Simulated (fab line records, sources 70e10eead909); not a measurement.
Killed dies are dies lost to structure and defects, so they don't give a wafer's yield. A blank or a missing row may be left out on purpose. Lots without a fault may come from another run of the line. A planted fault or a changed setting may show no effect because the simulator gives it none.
fab line records | flow nand_harc | part 1 of 2: steps 1 to 4 of 6
record lots=21 wafers=63 last_day=25
route steps=1159 shown A_STAIRCASE@626 A_SGD_CUT@777 A_WL_FILL@810
lots that met no fault: from a run of the same line without faults
start_h: hours from the record's first day to the start of the lot's first wafer shown | wait_h: hours since the lot's step before | " the same as in the row above | L1.1+2: a row that stands for several wafers | - no value, or no start given | * or withheld: withheld | < > ~ a bound
route shown NAME@n: a module of which the file shows steps, and the number in the route of the first | usual: mean/standard deviation of fault-free wafers | same: alike in all rows | chamber/n: place in a boat | sites: the reading at each site | _std_site: their standard deviation | _edge_site: outer sites' mean less inner sites' | radius_mm: how far each site lies from the wafer's centre | mask NAME#n: copy n | behind: the tool/chamber that last shaped the wafer | hold: why the lot was held/for how many hours/how that ended | device: the transistor (n, p or np) that didn't switch | end of line: the same wafers' tests at the end of the route | a step without rows: its recipe alone | killed: dies lost to structure and defects at the first sort, not the wafer's yield | map: a wafer's dies, x killed, . not, _ none there
set.NAME: the setting as run; set.NAME@STEP: as run at that earlier step | model.NAME: the simulator's own value behind a step, which no gauge read
steps of the route over a sample of lots; a table a step, a row a wafer
services: from which hour (start_h, from the record's first day; less than 0 if before it) a tool's chamber was out of use, for how many hours, and why
## steps
# step NHARC_A_STAIRCASE_ETCH_232
# recipe target_depth_a=1000 time_s=40.5 ion_energy_ev=400 c4f8_flow_sccm=20 o2_flow_sccm=10 ar_flow_sccm=withheld rf_w=600 bias_w=1000 chemistry=C4F8/O2
# usual chamber_pressure_mTorr=25.002/0.022 oes_product_au=0.947/0.015 rf_fwd_power_W=592.2/2.6 rf_vpp_V=895/7.4
# columns lot.wafer tool chamber start_h wait_h chamber_pressure_mTorr oes_product_au rf_fwd_power_W rf_hours_counter_h rf_vpp_V
L074.2 rie_diel-01 1 - - 25.000 0.917 590.5 38 894
L074.3 " 3 " " 24.979 0.942 591.9 40 890
L074.5 " 1 " " 25.010 0.918 590.9 - 893
L075.2 rie_diel-01 3 - - 25.011 0.949 594.6 44 891
L075.3 " 0 " " 25.033 0.951 590.4 35 886
L075.4 " 1 " " 25.026 0.923 587.9 43 892
L076.1 rie_diel-12 3 - - 25.047 0.960 593.6 23 889
L076.3 " 0 " " 24.994 0.932 597.9 25 904
L076.6 " 2 " " 25.011 0.960 586.8 - 890
L079.1 rie_diel-01 1 - - 24.974 0.908 586.5 47 892
L079.6 " 3 " " 25.033 0.952 593.8 - 891
L079.5 " 0 " " 24.995 0.938 593.2 - 888
L082.1 rie_diel-12 2 - - 24.985 0.945 592.2 32 888
L082.4 " 3 " " 25.020 0.930 589.6 33 887
L082.5 " 2 " " 25.018 0.937 590.6 - 889
L083.1 rie_diel-01 1 - - 25.013 0.933 586.2 56 892
L083.2 " 2 " " 24.971 0.937 593.3 54 907
L083.6 " 0 " " 24.955 0.955 589.3 - 887
L084.3 rie_diel-01 1 - - 24.980 0.909 589.5 57 893
L084.4 " 3 " " 25.053 0.946 593.6 62 892
L084.6 " 0 " " 24.942 0.950 591.2 - 887
L081.4 rie_diel-13 1 - - 25.009 0.927 594.0 8 902
L081.3 " 2 " " 25.027 0.960 591.0 8 887
L081.6 " 0 " " 25.025 0.960 589.6 - 905
L086.2 rie_diel-12 2 - - 25.011 0.951 591.3 41 888
L086.3 " 0 " " 25.031 0.935 596.2 41 906
L086.5 " 3 " " 25.002 0.949 590.7 - 887
L087.4 rie_diel-01 0 - - 24.976 0.953 591.7 0 907
L087.6 " 0 " " 25.061 0.944 589.0 - 906
L087.5 " 1 " " 25.015 0.935 588.9 - 894
L085.2 rie_diel-12 2 - - 24.977 0.958 591.2 43 887
L085.3 " 1 " " 25.011 0.985 594.8 39 891
L085.6 " 3 " " 25.005 0.961 589.2 - 888
L088.2 rie_diel-01 1 - - 24.987 0.936 588.2 2 893
L088.4 " 3 " " 25.035 0.957 595.9 2 891
L088.5 " 0 " " 25.013 0.970 588.6 - 906
L089.3 rie_diel-13 3 - - 24.998 0.984 592.1 26 901
L089.4 " 1 " " 24.988 0.960 591.7 22 901
L089.1 " 2 " " 25.011 0.969 591.2 22 886
L091.4 rie_diel-01 1 - - 24.974 0.927 587.7 7 893
L091.6 " 0 " " 24.992 0.937 592.6 - 906
L091.5 " 1 " " 24.996 0.925 585.3 - 893
L090.3 rie_diel-13 3 - - 25.030 0.945 593.2 28 901
L090.6 " 3 " " 24.996 0.953 594.5 - 901
L090.5 " 0 " " 25.008 0.967 595.1 - 903
L092.3 rie_diel-12 2 - - 25.038 0.929 592.3 52 887
L092.4 " 0 " " 25.016 0.926 597.4 - 905
L092.6 " 2 " " 24.981 0.935 593.5 - 889
L094.4 rie_diel-13 3 - - 25.002 0.945 591.9 33 901
L094.5 " 2 " " 25.011 0.954 590.3 - 888
L094.6 " 3 " " 24.957 0.947 592.6 - 901
L093.3 rie_diel-01 3 - - 24.978 0.948 595.4 17 890
L093.1 " 0 " " 24.979 0.943 592.2 17 905
L093.4 " 1 " " 25.001 0.939 592.8 16 892
L095.1 rie_diel-01 3 - - 24.993 0.927 592.2 19 889
L095.6 " 0 " " 25.021 0.940 594.6 - 906
L095.5 " 3 " " 25.019 0.938 592.6 - 889
L097.1 rie_diel-13 2 - - 25.022 0.954 592.1 39 886
L097.3 " 3 " " 24.978 0.952 595.2 44 900
L097.6 " 1 " " 25.028 0.960 593.2 - 901
L096.4 rie_diel-12 0 - - 25.052 0.964 598.3 1 905
L096.2 " 1 " " 24.989 0.956 593.7 1 891
L096.1 " 2 " " 25.012 0.942 588.8 1 885
# step NHARC_A_STAIRCASE_TRIM_235
# recipe time_s=211.2 o2_flow_sccm=500 ar_flow_sccm=0 bias_w=0 chemistry=O2
# usual chamber_pressure_mTorr=60.00/0.054 drypump_motor_current_A=5.8/0.39 oes_product_au=1.002/0.014 rf_vpp_V=57.7/0.92 showerhead_plenum_p_Torr=3.51/0.2 throttle_valve_pct=17.036/0.01
# columns lot.wafer tool chamber start_h wait_h chamber_pressure_mTorr drypump_motor_current_A oes_product_au rf_hours_counter_h rf_vpp_V showerhead_plenum_p_Torr throttle_valve_pct
L074.3 rie_diel-01 1 - - 60.06 5.9 0.984 39 57.9 3.46 17.034
L074.2 " 2 " " 60.13 5.7 0.983 38 57.0 3.27 17.039
L074.5 " 1 " " 59.97 5.9 0.981 - 58.4 3.46 17.039
L075.2 rie_diel-01 3 - - 60.11 6.1 0.983 45 57.9 3.39 17.030
L075.3 " 1 " " 60.01 5.9 0.972 43 57.8 3.45 17.049
L075.4 " 2 " " 60.11 5.6 0.974 42 57.1 3.26 17.033
L076.1 rie_diel-12 2 - - 59.98 6.2 0.994 21 57.5 3.32 17.047
L076.3 " 3 " " 60.13 6.0 1.010 23 57.7 3.32 17.045
L076.6 " 2 " " 60.03 6.2 1.006 - 58.2 3.32 17.038
L079.1 rie_diel-01 1 - - 59.98 5.9 0.982 48 57.7 3.45 17.048
L079.5 " 3 " " 59.97 6.1 0.998 - 58.8 3.39 17.045
L079.6 " 0 " " 60.07 5.4 1.010 - 56.8 3.28 17.044
L082.4 rie_diel-12 2 - - 60.04 6.2 1.010 32 58.1 3.31 17.045
L082.1 " 0 " " 60.01 5.1 0.997 34 57.1 3.79 17.015
L082.5 " 1 " " 59.94 6.0 1.024 - 58.0 3.41 17.049
L083.2 rie_diel-01 0 - - 60.03 5.4 0.998 50 56.7 3.28 17.039
L083.1 " 2 " " 59.98 5.7 0.978 54 58.4 3.81 17.030
L083.6 " 1 " " 60.03 5.9 0.965 - 58.7 3.45 17.026
L084.4 rie_diel-01 3 - - 60.01 6.1 1.002 62 58.0 3.38 17.044
L084.3 " 0 " " 60.02 5.4 1.000 50 58.6 3.28 17.038
L084.6 " 3 " " 59.97 6.1 0.997 - 57.9 3.39 17.030
L081.4 rie_diel-13 3 - - 60.06 6.3 1.015 10 57.5 3.67 17.069
L081.3 " 0 " " 60.01 5.5 1.023 9 58.6 3.77 17.042
L081.6 " 0 " " 60.04 5.5 1.033 - 57.5 3.77 17.030
L086.2 rie_diel-12 2 - - 59.94 6.2 1.025 42 57.2 3.31 17.025
L086.3 " 1 " " 59.92 6.1 1.029 38 56.9 3.41 17.038
L086.5 " 3 " " 59.95 6.0 1.026 - 55.8 3.31 17.041
L087.4 rie_diel-01 2 - - 60.02 5.7 0.986 0 56.5 3.80 17.017
L087.6 " 2 " " 59.98 5.7 0.996 - 57.5 3.80 17.033
L087.5 " 3 " " 60.05 6.1 0.994 - 57.8 3.38 17.031
L085.3 rie_diel-12 2 - - 59.96 6.2 1.002 43 55.4 3.31 17.035
L085.2 " 3 " " 60.03 6.0 1.004 43 57.4 3.31 17.051
L085.6 " 2 " " 59.99 6.2 1.007 - 57.6 3.31 17.033
L088.2 rie_diel-01 0 - - 59.96 5.4 1.010 2 57.3 3.81 17.035
L088.4 " 3 " " 59.92 6.1 0.988 2 56.1 3.38 17.046
L088.5 " 0 " " 60.08 5.4 1.004 - 58.7 3.81 17.042
L089.3 rie_diel-13 0 - - 59.99 5.5 1.013 27 57.1 3.76 17.028
L089.4 " 1 " " 60.06 5.3 1.027 22 57.4 3.66 17.038
L089.1 " 2 " " 60.00 6.4 1.015 22 58.4 3.29 17.039
L091.4 rie_diel-01 2 - - 60.02 5.7 0.994 7 57.3 3.80 17.042
L091.5 " 1 " " 59.92 5.9 0.991 - 57.4 3.44 17.046
L091.6 " 2 " " 60.00 5.7 0.999 - 59.9 3.80 17.037
L090.3 rie_diel-13 3 - - 59.94 6.3 1.005 29 57.7 3.66 17.005
L090.5 " 1 " " 60.02 5.3 1.008 - 58.1 3.66 17.035
L090.6 " 2 " " 60.07 6.4 1.010 - 56.8 3.29 17.030
L092.3 rie_diel-12 0 - - 60.00 5.1 0.993 51 58.9 3.78 17.028
L092.4 " 2 " " 59.96 6.2 1.014 - 57.2 3.30 17.036
L092.6 " 3 " " 60.04 6.0 1.016 - 57.2 3.31 17.027
L094.4 rie_diel-13 0 - - 59.97 5.5 1.004 32 57.3 3.75 17.026
L094.5 " 0 " " 59.99 5.5 0.995 - 59.9 3.75 17.036
L094.6 " 1 " " 60.01 5.3 0.998 - 59.0 3.66 17.042
L093.3 rie_diel-01 1 - - 59.96 5.9 0.979 17 56.5 3.44 17.035
L093.4 " 2 " " 59.95 5.7 0.998 15 57.3 3.80 17.037
L093.1 " 0 " " 59.92 5.4 1.004 17 58.6 3.80 17.036
L095.1 rie_diel-01 0 - - 59.99 5.4 0.992 19 59.1 3.80 17.030
L095.6 " 2 " " 60.04 5.6 0.999 - 58.9 3.79 17.018
L095.5 " 3 " " 59.95 6.1 0.988 - 58.5 3.37 17.031
L097.3 rie_diel-13 1 - - 60.01 5.3 1.004 39 58.7 3.65 17.025
L097.1 " 3 " " 60.07 6.3 1.023 45 57.5 3.65 17.041
L097.6 " 0 " " 60.11 5.5 1.009 - 57.7 3.75 17.026
L096.2 rie_diel-12 2 - - 59.97 6.2 0.997 1 57.7 3.30 17.043
L096.1 " 3 " " 60.03 6.0 0.991 1 56.6 3.30 17.035
L096.4 " 0 " " 60.09 5.2 1.018 1 57.8 3.77 17.037
# step NHARC_A_STAIRCASE_DESCUM_291
# recipe time_s=3 o2_flow_sccm=200 ar_flow_sccm=0 bias_power_w=0 chemistry=O2
# usual chamber_pressure_mTorr=60.00/0.05 drypump_motor_current_A=5.8/0.42 oes_product_au=1.003/0.015 rf_vpp_V=57.8/0.94 showerhead_plenum_p_Torr=1.91/0.12 throttle_valve_pct=11.311/0.0095
# columns lot.wafer tool chamber start_h wait_h chamber_pressure_mTorr drypump_motor_current_A oes_product_au rf_hours_counter_h rf_vpp_V showerhead_plenum_p_Torr throttle_valve_pct
L074.3 rie_diel-13 0 258.08 - 59.97 5.5 1.034 57 57.6 2.06 11.304
L074.2 " 1 " " 59.94 5.3 0.994 55 58.5 2.00 11.320
L074.5 " 2 " " 59.99 6.4 1.018 - 57.2 1.78 11.306
L075.4 rie_diel-12 1 267.43 - 60.07 6.1 1.018 17 57.8 1.85 11.321
L075.2 " 2 " " 59.94 6.2 1.010 20 57.6 1.79 11.319
L075.3 " 0 " " 60.01 5.1 0.998 22 57.7 2.07 11.318
L076.1 rie_diel-01 3 277.81 - 60.00 6.1 1.006 49 56.3 1.83 11.316
L076.3 " 0 " " 60.07 5.4 0.998 40 57.1 1.77 11.305
L076.6 " 2 " " 59.96 5.6 0.973 - 55.6 1.76 11.311
L079.1 rie_diel-13 2 287.93 - 60.08 6.5 1.027 1 57.1 1.78 11.298
L079.6 " 2 " " 59.93 6.5 1.030 - 57.3 1.78 11.312
L079.5 " 3 " " 59.99 6.3 1.004 - 57.1 2.00 11.312
L082.4 rie_diel-01 1 303.95 - 60.09 5.9 0.966 57 57.4 1.87 11.330
L082.1 " 0 " " 59.94 5.4 1.004 50 56.6 1.77 11.316
L082.5 " 2 " " 59.96 5.6 0.984 - 57.8 2.08 11.321
L083.1 rie_diel-01 3 307.05 - 59.97 6.0 0.992 62 57.5 1.83 11.300
L083.2 " 0 " " 59.95 5.4 0.992 51 56.3 1.77 11.305
L083.6 " 3 " " 60.04 6.1 0.993 - 57.3 1.83 11.316
L084.4 rie_diel-12 0 307.61 - 60.03 5.1 0.993 36 58.2 2.06 11.320
L084.3 " 1 " " 60.00 6.0 1.033 31 57.8 1.85 11.324
L084.6 " 0 " " 60.01 5.2 0.998 - 59.7 2.06 11.299
L081.3 rie_diel-12 2 308.91 - 59.98 6.2 1.012 35 57.6 1.79 11.301
L081.4 " 3 " " 59.98 6.0 1.018 36 58.1 1.79 11.298
L081.6 " 3 " " 60.05 6.0 1.008 - 59.1 1.79 11.311
L086.2 rie_diel-01 2 330.24 - 59.93 5.7 0.998 1 57.8 2.07 11.317
L086.3 " 3 " " 59.95 6.1 0.994 1 57.9 1.83 11.307
L086.5 " 0 " " 60.03 5.4 0.992 - 58.5 2.08 11.294
L087.4 rie_diel-12 1 332.34 - 60.01 6.0 1.023 41 56.7 1.84 11.283
L087.6 " 3 " " 60.04 6.0 1.008 - 58.1 1.79 11.311
L087.5 " 0 " " 59.94 5.1 0.985 - 58.6 2.06 11.316
L085.3 rie_diel-12 3 332.79 - 59.98 6.0 1.006 44 57.7 1.79 11.299
L085.2 " 0 " " 60.01 5.1 0.983 45 58.9 2.06 11.313
L085.6 " 0 " " 60.01 5.2 0.978 - 59.5 2.06 11.313
L088.2 rie_diel-13 2 339.25 - 59.99 6.4 1.015 20 57.4 1.77 11.320
L088.4 " 0 " " 59.98 5.5 1.018 24 58.1 2.05 11.321
L088.5 " 1 " " 60.02 5.3 1.008 - 58.8 1.99 11.312
L089.4 rie_diel-01 0 348.27 - 60.00 5.4 0.990 8 56.6 2.07 11.314
L089.1 " 2 " " 60.01 5.6 1.000 8 59.4 2.07 11.314
L089.3 " 3 " " 60.06 6.1 0.996 8 57.7 1.83 11.297
L091.4 rie_diel-01 2 351.89 - 59.95 5.6 0.993 8 59.0 2.07 11.297
L091.5 " 3 " " 60.02 6.0 0.997 - 58.4 1.83 11.311
L091.6 " 0 " " 60.05 5.4 0.996 - 58.2 2.07 11.314
L090.3 rie_diel-12 2 353.03 - 60.00 6.2 0.998 53 56.7 1.78 11.311
L090.6 " 0 " " 60.04 5.1 0.998 - 57.9 2.06 11.334
L090.5 " 1 " " 60.07 6.1 1.008 - 57.8 1.84 11.312
L092.4 rie_diel-12 3 357.44 - 60.06 6.0 1.021 55 57.7 1.78 11.291
L092.3 " 0 " " 60.03 5.1 0.988 55 59.2 2.06 11.305
L092.6 " 1 " " 60.09 6.0 1.001 - 56.8 1.84 11.312
L094.4 rie_diel-12 0 366.75 - 59.97 5.1 0.991 58 57.6 2.06 11.309
L094.6 " 2 " " 59.85 6.2 1.005 - 56.9 1.78 11.338
L094.5 " 3 " " 59.92 6.0 1.028 - 58.0 1.78 11.312
L093.3 rie_diel-01 0 373.38 - 59.87 5.4 0.996 20 57.2 2.07 11.315
L093.1 " 3 " " 60.05 6.1 0.990 20 56.8 1.82 11.309
L093.4 " 0 " " 59.94 5.4 0.981 - 59.1 2.07 11.313
L095.1 rie_diel-13 1 377.51 - 60.05 5.3 1.008 34 58.6 1.99 11.308
L095.5 " 2 " " 60.00 6.4 1.017 - 56.7 1.77 11.330
L095.6 " 3 " " 59.99 6.3 1.020 - 58.9 1.99 11.304
L097.1 rie_diel-13 1 393.49 - 60.02 5.3 1.002 40 58.6 1.98 11.302
L097.3 " 2 " " 60.05 6.4 1.015 40 58.3 1.77 11.308
L097.6 " 0 " " 60.05 5.5 1.010 - 59.4 2.04 11.303
L096.4 rie_diel-13 1 398.95 - 59.99 5.3 1.003 42 59.1 1.98 11.313
L096.2 " 2 " " 59.99 6.4 1.006 42 57.2 1.77 11.307
L096.1 " 3 " " 59.97 6.3 1.008 47 57.6 1.98 11.308
# step NHARC_A_STAIRCASE_CMP_152
# usual edge_zone_pressure_frac=0.999/0.0049 motor_current_A=12.2/1.3 slurry_flow_ml_min=150.0/0.46
# columns lot.wafer tool chamber start_h wait_h edge_zone_pressure_frac motor_current_A slurry_flow_ml_min
L074.3 cmp-01 2 311.48 0.1 1.009 12.8 150.4
L074.2 " 3 " " 0.990 12.3 150.2
L074.5 " 3 " " 0.997 11.8 150.2
L075.4 cmp-02 0 317.50 0.1 0.992 13.4 150.3
L075.3 " 1 " " 0.993 13.6 150.4
L075.2 " 2 " " 1.006 10.4 149.6
L076.1 cmp-02 1 322.60 0.1 1.002 13.1 150.1
L076.3 " 0 " " 0.999 12.7 150.5
L076.6 " 1 " " 0.997 13.3 150.1
L079.1 cmp-01 2 341.82 0.1 1.000 12.4 150.0
L079.6 " 0 " " 0.997 11.2 149.6
L079.5 " 1 " " 1.002 14.7 149.8
L084.3 cmp-01 2 357.32 0.1 1.000 12.0 149.5
L084.4 " 0 " " 1.000 11.6 149.6
L084.6 " 3 " " 0.995 11.9 149.7
L083.1 cmp-02 1 357.44 0.1 1.000 12.7 148.9
L083.2 " 2 " " 1.002 10.7 150.1
L083.6 " 0 " " 1.003 13.3 150.2
L082.4 cmp-02 2 358.83 0.1 0.997 10.8 150.2
L082.1 " 3 " " 0.995 12.9 149.9
L082.5 " 1 " " 0.998 13.0 149.4
L081.3 cmp-02 1 361.92 0.1 1.008 13.5 151.0
L081.4 " 3 " " 0.997 12.3 149.5
L081.6 " 2 " " 1.011 10.6 149.7
L087.4 cmp-01 3 381.21 0.1 0.995 12.4 149.8
L087.5 " 1 " " 1.003 15.1 149.5
L087.6 " 2 " " 0.992 12.2 149.7
L086.3 cmp-02 3 381.28 0.1 1.000 12.0 150.7
L086.2 " 1 " " 1.000 13.5 149.3
L086.5 " 3 " " 1.004 12.8 150.3
L085.2 cmp-02 2 381.47 0.1 0.989 10.8 150.4
L085.3 " 1 " " 0.995 13.1 149.9
L085.6 " 2 " " 0.993 10.6 150.1
L088.2 cmp-03 3 392.83 0.1 1.001 11.5 150.1
L088.4 " 1 " " 0.989 10.5 150.3
L088.5 " 3 " " 0.998 11.1 149.7
L091.4 cmp-01 0 404.65 0.1 1.007 10.8 149.3
L091.5 " 3 " " 0.992 11.8 150.2
L091.6 " 0 " " 1.010 11.6 150.6
L089.4 cmp-03 1 404.66 0.1 0.994 10.7 150.0
L089.1 " 3 " " 0.990 11.2 150.6
L089.3 " 0 " " 1.004 11.9 149.8
L092.4 cmp-03 3 409.53 0.1 0.999 10.7 149.6
L092.3 " 0 " " 0.999 11.7 149.1
L092.6 " 2 " " 1.003 10.0 149.8
L090.3 cmp-01 3 409.81 0.1 1.004 12.3 150.0
L090.6 " 1 " " 0.993 14.9 149.8
L090.5 " 2 " " 0.987 12.6 150.6
L093.1 cmp-02 1 419.18 0.1 1.000 13.2 149.7
L093.3 " 3 " " 0.994 12.3 150.2
L093.4 " 0 " " 0.997 13.0 149.5
L094.4 cmp-03 0 419.35 0.1 1.002 12.7 149.9
L094.5 " 2 " " 1.005 10.7 150.1
L094.6 " 3 " " 1.000 11.1 149.8
L095.1 cmp-01 3 434.50 0.1 0.998 12.4 150.3
L095.5 " 1 " " 0.996 15.2 149.1
L095.6 " 2 " " 0.995 12.7 150.1
L097.1 cmp-01 1 447.03 0.1 1.001 14.7 150.0
L097.3 " 2 " " 0.998 12.9 150.4
L097.6 " 0 " " 1.001 11.1 149.9
L096.2 cmp-02 2 453.60 0.1 0.995 10.9 150.0
L096.4 " 3 " " 1.009 12.3 149.5
L096.1 " 1 " " 0.989 12.6 150.1
